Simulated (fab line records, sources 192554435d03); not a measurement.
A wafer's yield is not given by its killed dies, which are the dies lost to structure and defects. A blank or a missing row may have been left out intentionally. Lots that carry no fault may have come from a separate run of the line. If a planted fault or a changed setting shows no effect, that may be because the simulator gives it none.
Split-lot study ; flow n5Finfet ; on a route of 1938 steps: 7 lots, 21 wafers read

== ON THE SPLIT ==
At N5_BEOL_M7_COAT_71 (time 60 s, resist thk 5 nm), the setting spinRpm was moved away from the recipe's 1500 rpm on 9 of the 21 wafers read, by -7.8% to +8.0%. For the rest of the wafers, this setting stayed at what the recipe calls for.

== FROM THE SPLIT TO THE READING: what the file shows between them, 3 steps ==
- N5_BEOL_M7_COAT_22: resist thk 30 nm
- N5_BEOL_M7_EBR_24
- N5_BEOL_M7_DESCUM_33: chemistry O2, time 7 s

== THE READING ==
etch.depthNm (the simulator's own value, which no gauge read), in nm, at N5_BEOL_M7_ETCH_72 (etches underlayer in N2/H2, target depth 6.5 nm, time 5.2 s). There is no usual value for it anywhere in the file. Across the 12 wafers here that went through the recipe, the average is 5.012 nm and the standard deviation 0.0059 nm.

wafer;tool, chamber at the split;spinRpm as run, rpm;against the recipe;etch.depthNm, nm;against lot-mates on the recipe
L076.1;lithoTrack-04, 0;1437;-4.2%;5.124;+0.106
L076.3;lithoTrack-04, 0;1437;-4.2%;5.139;+0.121
L076.6;lithoTrack-04, 0;1500;recipe;5.018;-
L077.3;lithoTrack-04, 0;1500;recipe;5.013;-
L077.4;lithoTrack-04, 0;1602;+6.8%;4.848;-0.165
L077.6;lithoTrack-04, 0;1602;+6.8%;4.844;-0.169
L078.2;lithoTrack-01, 0;1500;recipe;5.001;-
L078.4;lithoTrack-01, 0;1500;recipe;5.014;-
L078.5;lithoTrack-01, 0;1500;recipe;5.017;-
L081.3;lithoTrack-01, 0;1571;+4.7%;4.893;-0.112
L081.4;lithoTrack-01, 0;1500;recipe;5.005;-
L081.6;lithoTrack-01, 0;1571;+4.7%;4.873;-0.132
L091.2;lithoTrack-01, 0;1416;-5.6%;5.141;+0.135
L091.3;lithoTrack-01, 0;1500;recipe;5.008;-
L091.6;lithoTrack-01, 0;1500;recipe;5.004;-
L093.2;lithoTrack-01, 0;1500;recipe;5.018;-
L093.4;lithoTrack-01, 0;1500;recipe;5.014;-
L093.5;lithoTrack-01, 0;1620;+8.0%;4.829;-0.187
L095.3;lithoTrack-01, 0;1383;-7.8%;5.233;+0.218
L095.4;lithoTrack-01, 0;1500;recipe;5.02;-
L095.5;lithoTrack-01, 0;1500;recipe;5.011;-

FIT RESULTS
A straight line over all 21 wafers: etch.depthNm changes by -0.0256 nm for each +1% of spinRpm; r = -0.99; the points scatter about the line by 0.011 nm.
The same after taking each lot's own level away (the mean of its wafers on the recipe; 21 wafers): -0.0254 nm for each +1%; r = -1.00; scatter 0.0081 nm.
The reading moves by 0.2 nm for the largest change in spinRpm, on that fit.
The span of the lots' own levels, 5.0050 to 5.0180 nm, comes to 2.2 times the standard deviation stated above.
Hence the lot-to-lot level has little effect on the slope; both slopes agree.
Check: -0.205 nm against its lot-mates is what the line predicts for one of the wafers moved furthest among these (+8.0%) when that wafer is left out of the fit. Against them it came out at -0.187 nm.

== THESE WAFERS: OTHER SPLITS ==
These wafers also went through other splits before the reading. Each is held against what the fit with the lots' levels taken away leaves over:
other split on the same wafers;wafers away from the commonest value;r with etch.depthNm (lot level and that fit taken away)
N5_BEOL_M4_COAT_73 spinRpm;7;-0.36
N5_BEOL_M5_HM_DEP_02 targetThkA;7;+0.02
N5_BEOL_M5_COAT_60 spinRpm;5;+0.24
N5_BEOL_M6_ETCH_62 biasW;8;+0.00
N5_BEOL_M6_COAT_22 spinRpm;4;+0.16

== THE FILE'S OWN FIT ==
etch.depthNm changes by -0.0253 nm for each +1% of spinRpm, r = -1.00.
